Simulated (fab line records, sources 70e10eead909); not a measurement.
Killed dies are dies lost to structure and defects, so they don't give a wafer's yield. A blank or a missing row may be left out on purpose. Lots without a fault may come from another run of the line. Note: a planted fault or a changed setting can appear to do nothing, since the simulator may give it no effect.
fab line records + flow nand-harc
record
- lots=6
- wafers=18
- last-day=32
route steps=1302 shown A_ZERO_WELL@412 A_SOURCE_PLATE@413 A_ONON_D1@424 END@1302
lots untouched by any fault: they come from a run of this same line in which no faults occurred
start-h: hours from the record's opening day to when the first of the lot's shown wafers began + wait-h: hours elapsed since this lot's preceding step + " the same as in the row above + L1.1+2: a single row standing in for several wafers + - no value, or no start given + * or withheld: withheld + < > ~ a bound
route shown NAME@n: names a module that has steps shown in the file, with the first one's number in the route + usual: the fault-free wafers' mean and standard deviation + same: alike in all rows + chamber/n: place in a boat + sites: each site's reading + _std_site: standard deviation of those values + _edge_site: the outer-site mean with the inner-site mean subtracted + radius-mm: for every site, how far away it sits from the centre of the wafer + mask NAME#n: copy n + behind: tool/chamber where the wafer was last shaped + hold: the reason the lot was held/the length of the hold in hours/how it ended + device: the transistor (n, p or np) that didn't switch + end of line: the tests these same wafers got at the end of their route + a step with no rows: only its recipe + killed: at the first sort, the dies lost to defects and structure; wafer yield is something else + map: a wafer's dies, marking killed ones x, the rest . and places with no die _
set.NAME: setting as actually run; set.NAME@STEP: the setting as run at that earlier step + model.NAME: the simulator's own value behind a step, which no gauge read
certain route steps with their lots: each step a table, each wafer a row
services: a tool's chamber out of use, with start hour (start-h, from the record's first day; less than 0 if before it), hours out, and reason
## steps
# step NHARC_A_ZERO_WELL_INSPECT_17
# usual
- raw-defect-count=10/5.1
| lot.wafer | tool              | chamber | start-h | wait-h | raw-defect-count |
|-----------|-------------------|---------|---------|--------|------------------|
| L493.1    | defect-inspect-02 | -       | 164.30  | 0.2    | 10               |
| L493.2    | "                 | -       | "       | "      | 5                |
| L493.6    | "                 | -       | "       | "      | 4                |
| L495.3    | defect-inspect-01 | -       | 188.20  | 0.1    | 6                |
| L495.5    | "                 | -       | "       | "      | 10               |
| L495.6    | "                 | -       | "       | "      | 2                |
| L499.1    | defect-inspect-01 | -       | 226.54  | 0.2    | 14               |
| L499.4    | "                 | -       | "       | "      | 16               |
| L499.5    | "                 | -       | "       | "      | 8                |
| L500.2    | defect-inspect-01 | -       | 243.90  | 0.1    | 8                |
| L500.4    | "                 | -       | "       | "      | 16               |
| L500.5    | "                 | -       | "       | "      | 16               |
| L509.1    | defect-inspect-01 | -       | 328.46  | 0.2    | 3                |
| L509.2    | "                 | -       | "       | "      | 5                |
| L509.6    | "                 | -       | "       | "      | 7                |
| L511.1    | defect-inspect-02 | -       | 344.75  | 0.2    | 9                |
| L511.2    | "                 | -       | "       | "      | 9                |
| L511.3    | "                 | -       | "       | "      | 6                |
# step NHARC_A_SOURCE_PLATE_PRECLEAN_00
# recipe
- time-s=60
- chemistry=HF-LAST
# step NHARC_A_SOURCE_PLATE_SRD_01
# step NHARC_A_SOURCE_PLATE_OXIDE_02
# recipe
- target-thk-a=100
- temp-c=900
- ox-time-s=1362
- material=SiO2
# step NHARC_A_SOURCE_PLATE_THK_MEAS_09
# recipe
- thk-meas-gauge=ellipsometry
# usual
- thk-nm=9.9/1
| lot.wafer | tool          | chamber | start-h | wait-h | thk-nm |
|-----------|---------------|---------|---------|--------|--------|
| L493.1    | film-metro-01 | -       | 170.57  | 0.4    | 8.9    |
| L493.2    | "             | -       | "       | "      | 11.1   |
| L493.6    | "             | -       | "       | "      | 11.7   |
| L495.3    | film-metro-02 | -       | 195.54  | 0.4    | 9.9    |
| L495.5    | "             | -       | "       | "      | 9.9    |
| L495.6    | "             | -       | "       | "      | 9.5    |
| L499.1    | film-metro-01 | -       | 236.17  | 0.4    | 9.4    |
| L499.4    | "             | -       | "       | "      | 10.8   |
| L499.5    | "             | -       | "       | "      | 10.3   |
| L500.2    | film-metro-02 | -       | 254.94  | 0.4    | 8.3    |
| L500.4    | "             | -       | "       | "      | 9.0    |
| L500.5    | "             | -       | "       | "      | 7.9    |
| L509.1    | film-metro-02 | -       | 335.72  | 0.4    | 10.6   |
| L509.2    | "             | -       | "       | "      | 8.5    |
| L509.6    | "             | -       | "       | "      | 10.0   |
| L511.1    | film-metro-02 | -       | 352.08  | 0.4    | 11.3   |
| L511.2    | "             | -       | "       | "      | 8.6    |
| L511.3    | "             | -       | "       | "      | 9.1    |
# step NHARC_A_SOURCE_PLATE_PVD_04
# recipe
- target-thk-a=500
- material=WSi2
# step NHARC_A_SOURCE_PLATE_CVD_03
# recipe
- target-thk-a=2000
- temp-c=620
- pressure-mtorr=200
- time-s=4000
- material=poly-Si
# step NHARC_A_SOURCE_PLATE_ANNEAL_05
# recipe
- temp-c=850
- time-s=1800
# step NHARC_A_SOURCE_PLATE_THK_MEAS_06
# recipe
- thk-meas-gauge=ellipsometry
# usual
- thk-nm=199.1/2
| lot.wafer | tool          | chamber | start-h | wait-h | thk-nm |
|-----------|---------------|---------|---------|--------|--------|
| L493.1    | film-metro-01 | -       | 184.09  | 0.4    | 197.6  |
| L493.2    | "             | -       | "       | "      | 199.7  |
| L493.6    | "             | -       | "       | "      | 199.2  |
| L495.3    | film-metro-01 | -       | 208.00  | 0.4    | 198.7  |
| L495.5    | "             | -       | "       | "      | 200.0  |
| L495.6    | "             | -       | "       | "      | 201.2  |
| L499.1    | film-metro-02 | -       | 251.21  | 0.4    | 200.2  |
| L499.4    | "             | -       | "       | "      | 201.6  |
| L499.5    | "             | -       | "       | "      | 201.0  |
| L500.2    | film-metro-01 | -       | 267.85  | 0.4    | 199.7  |
| L500.4    | "             | -       | "       | "      | 202.3  |
| L500.5    | "             | -       | "       | "      | 199.4  |
| L509.1    | film-metro-02 | -       | 348.29  | 0.4    | 198.8  |
| L509.2    | "             | -       | "       | "      | 198.5  |
| L509.6    | "             | -       | "       | "      | 199.5  |
| L511.1    | film-metro-02 | -       | 365.07  | 0.4    | 199.4  |
| L511.2    | "             | -       | "       | "      | 200.4  |
| L511.3    | "             | -       | "       | "      | 199.5  |
# step NHARC_A_SOURCE_PLATE_INSPECT_08
# usual
- raw-defect-count=57/25
| lot.wafer | tool              | chamber | start-h | wait-h | raw-defect-count |
|-----------|-------------------|---------|---------|--------|------------------|
| L493.1    | defect-inspect-02 | -       | 184.15  | 0.0    | 43               |
| L493.2    | "                 | -       | "       | "      | 33               |
| L493.6    | "                 | -       | "       | "      | 43               |
| L495.3    | defect-inspect-01 | -       | 208.10  | 0.0    | 39               |
| L495.5    | "                 | -       | "       | "      | 64               |
| L495.6    | "                 | -       | "       | "      | 46               |
| L499.1    | defect-inspect-01 | -       | 251.27  | 0.0    | 46               |
| L499.4    | "                 | -       | "       | "      | 41               |
| L499.5    | "                 | -       | "       | "      | 139              |
| L500.2    | defect-inspect-01 | -       | 267.94  | 0.0    | 27               |
| L500.4    | "                 | -       | "       | "      | 55               |
| L500.5    | "                 | -       | "       | "      | 25               |
| L509.1    | defect-inspect-02 | -       | 348.35  | 0.0    | 38               |
| L509.2    | "                 | -       | "       | "      | 51               |
| L509.6    | "                 | -       | "       | "      | 36               |
| L511.1    | defect-inspect-02 | -       | 365.13  | 0.0    | 62               |
| L511.2    | "                 | -       | "       | "      | 55               |
| L511.3    | "                 | -       | "       | "      | 70               |
# step NHARC_A_ONON_D1_DEP_00
# recipe
- target-thk-a=10000
- n2-flow-sccm=2750
- n2o-flow-sccm=2000
- nh3-flow-sccm=500
- sih4-flow-sccm=210
- temp-c=400
| lot.wafer  | tool          | chamber | start-h | wait-h |
|------------|---------------|---------|---------|--------|
| L493.1+2+6 | pecvd-onon-04 | 0       | 184.22  | 0.1    |
| L495.3+5+6 | pecvd-onon-01 | 0       | 208.29  | 0.2    |
| L499.1+4+5 | pecvd-onon-01 | 0       | 251.34  | 0.1    |
| L500.2+4+5 | pecvd-onon-01 | 0       | 268.08  | 0.1    |
| L509.1+2+6 | pecvd-onon-03 | 0       | 348.42  | 0.1    |
| L511.1+2+3 | pecvd-onon-04 | 0       | 365.20  | 0.1    |
# step NHARC_A_ONON_D1_THK_MEAS_02
# recipe
- thk-meas-gauge=ellipsometry
# usual
- thk-nm=997/8.2
| lot.wafer | tool          | chamber | start-h | wait-h | thk-nm |
|-----------|---------------|---------|---------|--------|--------|
| L493.1    | film-metro-01 | -       | 184.76  | -      | 1019   |
| L493.2    | "             | -       | "       | "      | 1017   |
| L493.6    | "             | -       | "       | "      | 1019   |
| L495.3    | film-metro-02 | -       | 208.68  | -      | 998    |
| L495.5    | "             | -       | "       | "      | 996    |
| L495.6    | "             | -       | "       | "      | 996    |
| L499.1    | film-metro-01 | -       | 251.85  | -      | 1513   |
| L499.4    | "             | -       | "       | "      | 1512   |
| L499.5    | "             | -       | "       | "      | 1512   |
| L500.2    | film-metro-02 | -       | 268.53  | -      | 1521   |
| L500.4    | "             | -       | "       | "      | 1521   |
| L500.5    | "             | -       | "       | "      | 1522   |
| L509.1    | film-metro-02 | -       | 348.92  | -      | 990    |
| L509.2    | "             | -       | "       | "      | 989    |
| L509.6    | "             | -       | "       | "      | 992    |
| L511.1    | film-metro-01 | -       | 365.70  | -      | 991    |
| L511.2    | "             | -       | "       | "      | 991    |
| L511.3    | "             | -       | "       | "      | 990    |
# step NHARC_A_ONON_D1_DEP_03
# recipe
- target-thk-a=10000
- n2-flow-sccm=2750
- n2o-flow-sccm=2000
- nh3-flow-sccm=500
- sih4-flow-sccm=210
- temp-c=400
# step NHARC_END_SORT_01
# recipe
- temp-c=25
# usual
- killed-at-array=53/18
- killed-at-other=1.0/1.2
- killed-at-periphery=3.6/2.4
- killed-dies=58/18
- killed-open=3.4/1.8
- killed-short=2.3/1.5
# same
- gross-dies=677
| lot.wafer | tool      | chamber | start-h | wait-h | killed-at-array | killed-at-other | killed-at-periphery | killed-dies | killed-open | killed-short |
|-----------|-----------|---------|---------|--------|-----------------|-----------------|---------------------|-------------|-------------|--------------|
| L499.1    | prober-02 | 0       | 651.62  | 2.5    | 672             | 0               | 5                   | 677         | 3           | 0            |
| L499.4    | prober-02 | 0       | 653.99  | 3.4    | 667             | 0               | 10                  | 677         | 4           | 3            |
| L499.5    | prober-02 | 0       | 654.78  | 3.7    | 674             | 0               | 3                   | 677         | 2           | 4            |
| L500.2    | prober-01 | 0       | 654.73  | 2.8    | 672             | 1               | 4                   | 677         | 5           | 1            |
| L500.4    | prober-01 | 0       | 656.35  | 3.4    | 670             | 4               | 3                   | 677         | 3           | 2            |
| L500.5    | prober-01 | 0       | 657.16  | 3.7    | 668             | 5               | 4                   | 677         | 4           | 4            |
# killed by level:class
L499.1 A_ONON_D1:area-dep=633 A_SLIT:chamber-film-flake=20 A_CHANNEL_HOLE_D2:chamber-film-flake=12 P_ZERO_WELL:chamber-film-flake=2 A_DECK1_JOINT:chamber-film-flake=2 A_CONTACT:chamber-film-flake=2 P_GATE:geometric-particle:open=1 A_SGD_CUT:geometric-particle:open=1
L499.4 A_ONON_D1:area-dep=626 A_SLIT:chamber-film-flake=16 A_CHANNEL_HOLE_D2:chamber-film-flake=8 A_CONTACT:chamber-film-flake=5 A_CHANNEL_HOLE_D1:chamber-film-flake=4 P_CONTACT:chamber-film-flake=3 P_M2:chamber-film-flake=3 A_DECK1_JOINT:chamber-film-flake=2
L500.2 A_ONON_D1:area-dep=587 A_CHANNEL_HOLE_D1:chamber-film-flake=34 A_SLIT:chamber-film-flake=16 A_CHANNEL_HOLE_D2:chamber-film-flake=13 A_STAIRCASE:chamber-film-flake=5 A_CONTACT:chamber-film-flake=5 A_CHANNEL_FILL_D1:chamber-film-flake=3 P_GATE:geometric-particle:open=2
L499.5 A_ONON_D1:area-dep=640 A_SLIT:chamber-film-flake=16 A_CHANNEL_HOLE_D2:chamber-film-flake=8 A_ONON_D2:geometric-particle:short=2 P_CONTACT:chamber-film-flake=2 A_DECK1_JOINT:chamber-film-flake=2 A_ONON_D1:geometric-particle:short=1 A_WL_FILL:geometric-particle:short=1
L500.4 A_ONON_D1:area-dep=598 A_CHANNEL_HOLE_D1:chamber-film-flake=28 A_SLIT:chamber-film-flake=19 A_STAIRCASE:chamber-film-flake=6 A_ZERO_WELL:chamber-film-flake=4 A_CHANNEL_FILL_D1:chamber-film-flake=4 A_CHANNEL_HOLE_D2:chamber-film-flake=4 THIN_TSV:chamber-film-flake=4
L500.5 A_ONON_D1:area-dep=576 A_CHANNEL_HOLE_D1:chamber-film-flake=34 A_SLIT:chamber-film-flake=26 A_CHANNEL_HOLE_D2:chamber-film-flake=9 A_STAIRCASE:chamber-film-flake=5 THIN_TSV:chamber-film-flake=5 A_ZERO_WELL:chamber-film-flake=4 A_CONTACT:chamber-film-flake=3
# map L499.1 (x killed, . not)
____________x____________
_________xxxxxxx_________
_______xxxxxxxxxxx_______
______xxxxxxxxxxxxx______
_____xxxxxxxxxxxxxxx_____
____xxxxxxxxxxxxxxxxx____
____xxxxxxxxxxxxxxxxx____
___xxxxxxxxxxxxxxxxxxx___
___xxxxxxxxxxxxxxxxxxx___
__xxxxxxxxxxxxxxxxxxxxx__
__xxxxxxxxxxxxxxxxxxxxx__
_xxxxxxxxxxxxxxxxxxxxxxx_
_xxxxxxxxxxxxxxxxxxxxxxx_
_xxxxxxxxxxxxxxxxxxxxxxx_
_xxxxxxxxxxxxxxxxxxxxxxx_
_xxxxxxxxxxxxxxxxxxxxxxx_
xxxxxxxxxxxxxxxxxxxxxxxxx
xxxxxxxxxxxxxxxxxxxxxxxxx
xxxxxxxxxxxxxxxxxxxxxxxxx
xxxxxxxxxxxxxxxxxxxxxxxxx
xxxxxxxxxxxxxxxxxxxxxxxxx
_xxxxxxxxxxxxxxxxxxxxxxx_
_xxxxxxxxxxxxxxxxxxxxxxx_
_xxxxxxxxxxxxxxxxxxxxxxx_
_xxxxxxxxxxxxxxxxxxxxxxx_
_xxxxxxxxxxxxxxxxxxxxxxx_
__xxxxxxxxxxxxxxxxxxxxx__
__xxxxxxxxxxxxxxxxxxxxx__
___xxxxxxxxxxxxxxxxxxx___
___xxxxxxxxxxxxxxxxxxx___
____xxxxxxxxxxxxxxxxx____
____xxxxxxxxxxxxxxxxx____
_____xxxxxxxxxxxxxxx_____
______xxxxxxxxxxxxx______
_______xxxxxxxxxxx_______
_________xxxxxxx_________
____________x____________
# map L500.2 (x killed, . not)
____________x____________
_________xxxxxxx_________
_______xxxxxxxxxxx_______
______xxxxxxxxxxxxx______
_____xxxxxxxxxxxxxxx_____
____xxxxxxxxxxxxxxxxx____
____xxxxxxxxxxxxxxxxx____
___xxxxxxxxxxxxxxxxxxx___
___xxxxxxxxxxxxxxxxxxx___
__xxxxxxxxxxxxxxxxxxxxx__
__xxxxxxxxxxxxxxxxxxxxx__
_xxxxxxxxxxxxxxxxxxxxxxx_
_xxxxxxxxxxxxxxxxxxxxxxx_
_xxxxxxxxxxxxxxxxxxxxxxx_
_xxxxxxxxxxxxxxxxxxxxxxx_
_xxxxxxxxxxxxxxxxxxxxxxx_
xxxxxxxxxxxxxxxxxxxxxxxxx
xxxxxxxxxxxxxxxxxxxxxxxxx
xxxxxxxxxxxxxxxxxxxxxxxxx
xxxxxxxxxxxxxxxxxxxxxxxxx
xxxxxxxxxxxxxxxxxxxxxxxxx
_xxxxxxxxxxxxxxxxxxxxxxx_
_xxxxxxxxxxxxxxxxxxxxxxx_
_xxxxxxxxxxxxxxxxxxxxxxx_
_xxxxxxxxxxxxxxxxxxxxxxx_
_xxxxxxxxxxxxxxxxxxxxxxx_
__xxxxxxxxxxxxxxxxxxxxx__
__xxxxxxxxxxxxxxxxxxxxx__
___xxxxxxxxxxxxxxxxxxx___
___xxxxxxxxxxxxxxxxxxx___
____xxxxxxxxxxxxxxxxx____
____xxxxxxxxxxxxxxxxx____
_____xxxxxxxxxxxxxxx_____
______xxxxxxxxxxxxx______
_______xxxxxxxxxxx_______
_________xxxxxxx_________
____________x____________
## services
| tool          | chamber | start-h | hours | kind   |
|---------------|---------|---------|-------|--------|
| pecvd-onon-03 | -       | 190.23  | 11.4  | repair |
| pecvd-onon-03 | -       | 227.00  | 13.0  | pm     |
| pecvd-onon-01 | -       | 269.52  | 13.0  | pm     |
| pecvd-onon-04 | -       | 311.10  | 13.0  | pm     |
## key
first-sign
- step=NHARC_A_ONON_D1_THK_MEAS_02
- reading=thk-nm
- direction=up
- sigmas=63
- usual=997
- struck=1517
effect
- step=NHARC_END_SORT_01
- reading=killed-at-array
- direction=up
- sigmas=35
- usual=53
- struck=670
more-kills-born-at
- NHARC_A_ONON_D1_DEP_00@pecvd-onon-01=3660
met-at NHARC_A_ONON_D1_DEP_00
struck-wafers L499.1,L499.4,L499.5,L500.2,L500.4,L500.5
later-rows-left-out L499.1,L499.4,L499.5,L500.2,L500.4,L500.5
tester-left-out L499,L500
onset-between 208.29 251.34
fault
- kind=process-parameter-drift
- tool=pecvd-onon-01
- chamber=0
- onset-h=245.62
- steps=NHARC_A_ONON_D1_DEP_00
- channel=target-thk-a
- offset=*
- shape=step
- end-h=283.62
- acts-in=*
- stated=*
# tester-left-out: of these lots the tester's yield and bins aren't shown, on N5 and GAA mostly nor the transistor test; their killed dies are dies lost to structure and defects alone, not to doping, threshold or leakage, so they don't give the yield
# later-rows-left-out: the simulator's readings of these wafers behind a module that went badly wrong aren't trusted and aren't shown, but for the sort
